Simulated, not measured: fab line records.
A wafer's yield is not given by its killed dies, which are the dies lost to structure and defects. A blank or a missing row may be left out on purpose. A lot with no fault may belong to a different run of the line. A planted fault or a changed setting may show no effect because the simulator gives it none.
Matching of chambers	flow nand-harc	3 sister chambers for NHARC_THIN_TSV_DEP_43 on pecvd-01
The step deposits SiO2, target thk 1328.5 nm. 6 wafers are shown with their chamber, then 12 later ones without.

## WAFERS WITH THEIR CHAMBER
wafer	chamber	throttle-valve-pct (%)
L090.4	2	16.3
L090.5	0	15.4
L090.6	1	15.3
L087.1	2	16.3
L087.4	1	15.6
L087.6	0	15.3

## WAFERS WITHOUT THEIR CHAMBER
wafer	throttle-valve-pct (%)
L089.1	16.5
L089.3	15.4
L089.6	15.4
L092.2	15.5
L092.5	16.5
L092.6	15.5
L095.1	15.4
L095.2	16.7
L095.4	15.3
L097.1	16.4
L097.4	16.4
L097.5	15.4

## WHICH CHAMBER EACH WENT THROUGH
wafer	from the rows above	in truth
L089.1	2	2
L089.3	can't be placed: 0 or 1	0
L089.6	can't be placed: 0 or 1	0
L092.2	can't be placed: 1 or 0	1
L092.5	2	2
L092.6	can't be placed: 1 or 0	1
L095.1	can't be placed: 0 or 1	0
L095.2	2	2
L095.4	can't be placed: 0 or 1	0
L097.1	2	2
L097.4	2	2
L097.5	can't be placed: 0 or 1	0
5 of 12 placed correctly. Unplaceable from these rows: 7, with the true chamber sitting among the candidates in 7. Number placed wrongly: 0.
How it was worked out, from the rows above alone: a wafer's distance from a chamber is the root of the sum, over the readings, of the square of ((its reading less the chamber's mean) divided by the reading's scatter). If the next closest chamber is less than 2 further off than the closest, the wafer can't be placed; otherwise it belongs to the closest. For every chamber, the mean is computed from those of its wafers that are shown. The scatter: the root of (the sum of the squares of (reading less its chamber's mean) over the shown wafers, divided by (wafers less chambers)).
